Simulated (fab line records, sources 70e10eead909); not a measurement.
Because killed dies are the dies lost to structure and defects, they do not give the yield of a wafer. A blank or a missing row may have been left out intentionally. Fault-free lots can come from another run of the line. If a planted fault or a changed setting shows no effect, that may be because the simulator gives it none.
Comparing a struck lot with a sound one ; flow nand harc ; 14 steps out of a route of 1302
Sound: wafers L109.2, L109.4, L109.6. The struck wafers were L120.2, L120.4, L120.5. The cause is named last.
At each step with rows: each side's tool, then ch and its chambers, then its first start. Under that, the readings that differ: sound wafers ; struck wafers ; difference of the means ; sigmas: that difference in standard deviations of wafers without a fault.
alike: same words and numbers on both sides, and readings whose means sit less than 2 such deviations apart. not compared: any withheld reading, any reading some wafer has no value for, any bound like >300 that may hide the same value, and any number with overlapping values for which the record gives no deviation.
A row with sigmas, a row that says differs or no value, or rows on one side alone: a step with any of these is where the two part. Numbers that have no deviation but don't overlap get no sigmas and don't part them. Lack of a reading on every wafer of one side parts them only where that side has two or more wafers.

first, 5 steps without rows for these wafers: NHARC_A_STAIRCASE_EBR_264; NHARC_A_STAIRCASE_EXPOSE_265 (exposes mask CHOP 200); NHARC_A_STAIRCASE_PEB_266 (peb time 130 s); NHARC_A_STAIRCASE_DEVELOP_267 (time 140 s); NHARC_A_STAIRCASE_HARDBAKE_269 (time 140 s).
NHARC_A_STAIRCASE_DESCUM_270: chemistry O2, time 3 s.
  sound on rie diel-04 ch 0,3, day 18 08:40; struck on rie diel-04 ch 0,1,3, day 23 01:34
reading;sound;struck;difference;sigmas
oes product au (a.u.);1.015 1.003 1.017;0.998 1.001 0.993;-0.014;-2
  alike: drypump motor current A, rf vpp V, showerhead plenum p Torr, throttle valve pct
  not compared: rf hours counter h
NHARC_A_STAIRCASE_ETCH_271: etches the open film in CF4/CHF3.
  sound on rie diel-04 ch 0,1,2, day 18 08:46; struck on rie diel-04 ch 0,2,3, day 23 01:38
  alike: cf4 flow sccm, drypump motor current A, oes product au, rf vpp V, showerhead plenum p Torr, throttle valve pct
  not compared: rf hours counter h
NHARC_A_STAIRCASE_HM_OPEN_457: chemistry O2/COS.
  sound on rie diel-04 ch 0,1,2; struck on rie diel-04 ch 0,2,3
  alike: drypump motor current A, oes product au, rf vpp V, showerhead plenum p Torr, throttle valve pct
  not compared: rf hours counter h
then, 1 step without rows for these wafers: NHARC_A_STAIRCASE_STRIP_458 (strips in O2/COS).
NHARC_A_STAIRCASE_ETCH_451: etches the open film in CF4/O2, target depth 30 nm, overetch 3 nm, time 16.5 s.
  sound on rie diel-04 ch 0,2,3; struck on rie diel-04 ch 0,1,2
  alike: cf4 flow sccm, drypump motor current A, oes product au, rf vpp V, showerhead plenum p Torr, throttle valve pct
  not compared: rf hours counter h
NHARC_A_STAIRCASE_ETCH_273: etches the open film in C4F8/O2/Ar, target depth 10200 nm, time 2468.6 s.
  sound on rie diel-04 ch 1,3; struck on rie diel-04 ch 0,1,3
  alike: oes product au, rf vpp V
  not compared: rf hours counter h
NHARC_A_STAIRCASE_STRIP_274: strips in O2.
  sound on rie diel-04 ch 2,3, day 18 11:05; struck on rie diel-02 ch 1,2, day 23 04:07
  no value came back on the struck wafers for any of 7 readings (bias w (W), chamber pressure mTorr (mTorr) and others); on the sound wafers bias w (W) reads 0 0 0
  not compared: rf hours counter h
then, 1 step without rows for these wafers: NHARC_A_STAIRCASE_STRIP_275 (strips in SPM, time 900 s).
NHARC_END_SORT_01:
  the record has rows for the sound wafers here (prober-02 ch 0, day 26 02:41) and none for the struck ones

## WHERE THEY PART
Last at NHARC_END_SORT_01 as far as this record goes, first at NHARC_A_STAIRCASE_DESCUM_270.

WHY: what had been put in by the simulator
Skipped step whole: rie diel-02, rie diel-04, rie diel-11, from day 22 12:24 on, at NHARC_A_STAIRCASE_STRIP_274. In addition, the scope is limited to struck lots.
